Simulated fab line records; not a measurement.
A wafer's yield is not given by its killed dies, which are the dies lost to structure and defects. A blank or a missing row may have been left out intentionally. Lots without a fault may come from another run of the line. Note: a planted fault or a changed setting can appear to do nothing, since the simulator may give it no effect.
Which tool did it? | flow nand_harc | 38 wafers from 13 lots sampled at 4 of the route's 1302 steps

== WHAT EACH GAUGE READ, for each wafer ==
The record lacks any reading of a measuring or inspecting step that a usual standard deviation could be used to judge.

== TOOL THAT RAN EACH LOT (tool first, then ch and the chambers of the sampled wafers, then the start) ==
lot  | NHARC_P_M0_PRE_CLEAN_31         | NHARC_P_M0_DEP_32               | NHARC_P_M1_DESCUM_14               | NHARC_P_M1_ETCH_15
L771 | pecvd-04 ch 0,1,2, day 6 01:30  | pecvd-04 ch 0,1,2, day 6 01:37  | rie_diel-06 ch 0,1,3, day 6 02:52  | rie_diel-06 ch 0,1,2, day 6 03:02
L772 | pecvd-03 ch 0,2, day 6 09:07    | pecvd-03 ch 0,2, day 6 09:14    | rie_diel-09 ch 0,1, day 6 10:45    | rie_diel-09 ch 0,2, day 6 10:55
L774 | pecvd-04 ch 0,1,2, day 7 07:41  | pecvd-04 ch 0,1,2, day 7 07:49  | rie_diel-09 ch 0,1,3, day 7 09:01  | rie_diel-09 ch 0,1,3, day 7 09:12
L776 | pecvd-03 ch 1,2, day 8 06:22    | pecvd-03 ch 1,2, day 8 06:31    | rie_diel-09 ch 0,1,2, day 8 07:46  | rie_diel-09 ch 0,2, day 8 07:55
L775 | pecvd-03 ch 0,1, day 8 06:53    | pecvd-03 ch 0,1, day 8 07:00    | rie_diel-04 ch 2,3, day 8 08:24    | rie_diel-04 ch 1,2,3, day 8 08:34
L777 | pecvd-01 ch 0,1,2, day 9 00:49  | pecvd-01 ch 0,1,2, day 9 00:56  | rie_diel-06 ch 0,1,2, day 9 02:20  | rie_diel-06 ch 0,1, day 9 02:29
L779 | pecvd-01 ch 0,1, day 9 12:16    | pecvd-01 ch 0,1, day 9 12:20    | rie_diel-09 ch 2,3, day 9 13:47    | rie_diel-09 ch 0,1,2, day 9 13:58
L784 | pecvd-03 ch 1,2, day 11 09:20   | pecvd-03 ch 1,2, day 11 09:26   | rie_diel-06 ch 0,3, day 11 10:49   | rie_diel-06 ch 0,1, day 11 11:02
L787 | pecvd-04 ch 1,2, day 13 04:08   | pecvd-04 ch 1,2, day 13 04:17   | rie_diel-06 ch 0,1, day 13 05:29   | rie_diel-06 ch 1,2, day 13 05:40
L788 | pecvd-04 ch 0,1, day 13 06:27   | pecvd-04 ch 0,1, day 13 06:32   | rie_diel-06 ch 0,1,2, day 13 07:57 | rie_diel-06 ch 0,1,3, day 13 08:08
L789 | pecvd-03 ch 0,1,2, day 13 22:38 | pecvd-03 ch 0,1,2, day 13 22:43 | rie_diel-09 ch 0,1,3, day 14 00:02 | rie_diel-09 ch 0,2,3, day 14 00:13
L790 | pecvd-04 ch 1,2, day 13 22:59   | pecvd-04 ch 1,2, day 13 23:04   | rie_diel-04 ch 0,1, day 14 00:23   | rie_diel-04 ch 0,1,3, day 14 00:34
L792 | pecvd-03 ch 0,1, day 15 08:33   | pecvd-03 ch 0,1, day 15 08:41   | rie_diel-09 ch 1,2, day 15 09:55   | rie_diel-09 ch 0,1,2, day 15 10:07
- NHARC_P_M0_PRE_CLEAN_31: time 12 s.
- NHARC_P_M0_DEP_32: deposits SiCN, target thk 30 nm.
- NHARC_P_M1_DESCUM_14: chemistry O2, time 3 s.
- NHARC_P_M1_ETCH_15: etches the open film in C4F8/Ar, target depth 182.5 nm, time 91.2 s.

== WHAT THE TOOLS THEMSELVES READ (means of the sampled wafers that have a number; where no wafer has one, the mark that the record gives instead) ==
NHARC_P_M0_PRE_CLEAN_31.
lot  | tool     | heater_power_w (W) | rf_fwd_power_W (W)
L771 | pecvd-04 | 637                | 292.3
L772 | pecvd-03 | 557                | 291.6
L774 | pecvd-04 | 632                | 292.8
L776 | pecvd-03 | 728                | 292.8
L775 | pecvd-03 | 644                | 292.9
L777 | pecvd-01 | 705                | 292.4
L779 | pecvd-01 | 663                | 292.4
L784 | pecvd-03 | 702                | 292.6
L787 | pecvd-04 | 612                | 292.6
L788 | pecvd-04 | 557                | 292.1
L789 | pecvd-03 | 667                | 292.2
L790 | pecvd-04 | 630                | 293.3
L792 | pecvd-03 | 638                | 292.6

NHARC_P_M0_DEP_32.
lot  | tool     | heater_power_w (W) | rf_fwd_power_W (W)
L771 | pecvd-04 | 580                | 448.6
L772 | pecvd-03 | 556                | 449.9
L774 | pecvd-04 | 547                | 447.4
L776 | pecvd-03 | 701                | 449.0
L775 | pecvd-03 | 516                | 449.5
L777 | pecvd-01 | 578                | 448.8
L779 | pecvd-01 | 626                | 448.9
L784 | pecvd-03 | 607                | 449.7
L787 | pecvd-04 | 544                | 449.2
L788 | pecvd-04 | 534                | 449.7
L789 | pecvd-03 | 644                | 449.1
L790 | pecvd-04 | 594                | 447.5
L792 | pecvd-03 | 643                | 449.7

NHARC_P_M1_DESCUM_14.
lot  | tool        | drypump_motor_current_A (A) | mfc_ar_sccm (sccm) | oes_product_au (a.u.) | rf_vpp_V (V) | showerhead_plenum_p_Torr (Torr) | throttle_valve_pct (%)
L771 | rie_diel-06 | 6.1                         | 0.019              | 0.996                 | 56.4         | 1.80                            | 11.304
L772 | rie_diel-09 | 5.7                         | 0.004              | 1.004                 | 57.6         | 1.97                            | 11.310
L774 | rie_diel-09 | 5.8                         | 0.002              | 1.003                 | 58.3         | 1.99                            | 11.311
L776 | rie_diel-09 | 5.8                         | 0.002              | 0.987                 | 58.0         | 1.98                            | 11.308
L775 | rie_diel-04 | 5.3                         | 0.025              | 0.996                 | 57.4         | 1.83                            | 11.305
L777 | rie_diel-06 | 6.0                         | 0.011              | 0.998                 | 57.1         | 1.87                            | 11.306
L779 | rie_diel-09 | 6.1                         | 0.000              | 1.008                 | 58.1         | 2.04                            | 11.315
L784 | rie_diel-06 | 6.2                         | 0.022              | 1.002                 | 56.8         | 1.79                            | 11.314
L787 | rie_diel-06 | 6.2                         | 0.013              | 0.998                 | 57.6         | 1.81                            | 11.310
L788 | rie_diel-06 | 6.0                         | 0.011              | 0.998                 | 57.2         | 1.87                            | 11.302
L789 | rie_diel-09 | 5.8                         | 0.002              | 1.005                 | 58.5         | 1.99                            | 11.312
L790 | rie_diel-04 | 5.8                         | 0.002              | 0.994                 | 57.2         | 1.85                            | 11.310
L792 | rie_diel-09 | 5.9                         | 0.004              | 0.996                 | 58.1         | 2.00                            | 11.309

NHARC_P_M1_ETCH_15.
lot  | tool        | oes_product_au (a.u.) | rf_fwd_power_W (W) | rf_vpp_V (V)
L771 | rie_diel-06 | 0.970                 | 597.6              | 439
L772 | rie_diel-09 | 0.917                 | 595.9              | 443
L774 | rie_diel-09 | 0.971                 | 596.4              | 444
L776 | rie_diel-09 | 0.971                 | 595.6              | 443
L775 | rie_diel-04 | 0.922                 | 596.4              | 439
L777 | rie_diel-06 | 0.957                 | 596.4              | 437
L779 | rie_diel-09 | 0.971                 | 596.0              | 443
L784 | rie_diel-06 | 0.933                 | 595.8              | 437
L787 | rie_diel-06 | 0.968                 | 596.8              | 442
L788 | rie_diel-06 | 0.895                 | 595.6              | 438
L789 | rie_diel-09 | 0.970                 | 598.0              | 443
L790 | rie_diel-04 | 0.917                 | 596.2              | 442
L792 | rie_diel-09 | 0.967                 | 595.6              | 443

== THE ANSWER, worked out from the rows above alone ==
Rule: usual is defined by the lots themselves. Put in order of their means at a reading, lots are off if they are a third of the lots or fewer, leave a main group of 4 or more, and stand apart from it by a gap of 3 or more times the standard deviation of the main group's means; of several such gaps the widest counts. Not used: any main group whose means are identical at the precision the tables above print for the reading. A lot without any number at a reading at which 4 lots or more have one is off too. All remaining lots with rows at the step are treated as sound. After the gauges, taken in route order, come the tools' own readings; for these a lot's mean is taken, as printed above. At the first step where some lot is off, the reading lying furthest off is the one used; lots without a number count as furthest.
Nothing can be told from this: no lot is off at any reading shown.

== WHAT THE SIMULATOR PUT IN ==
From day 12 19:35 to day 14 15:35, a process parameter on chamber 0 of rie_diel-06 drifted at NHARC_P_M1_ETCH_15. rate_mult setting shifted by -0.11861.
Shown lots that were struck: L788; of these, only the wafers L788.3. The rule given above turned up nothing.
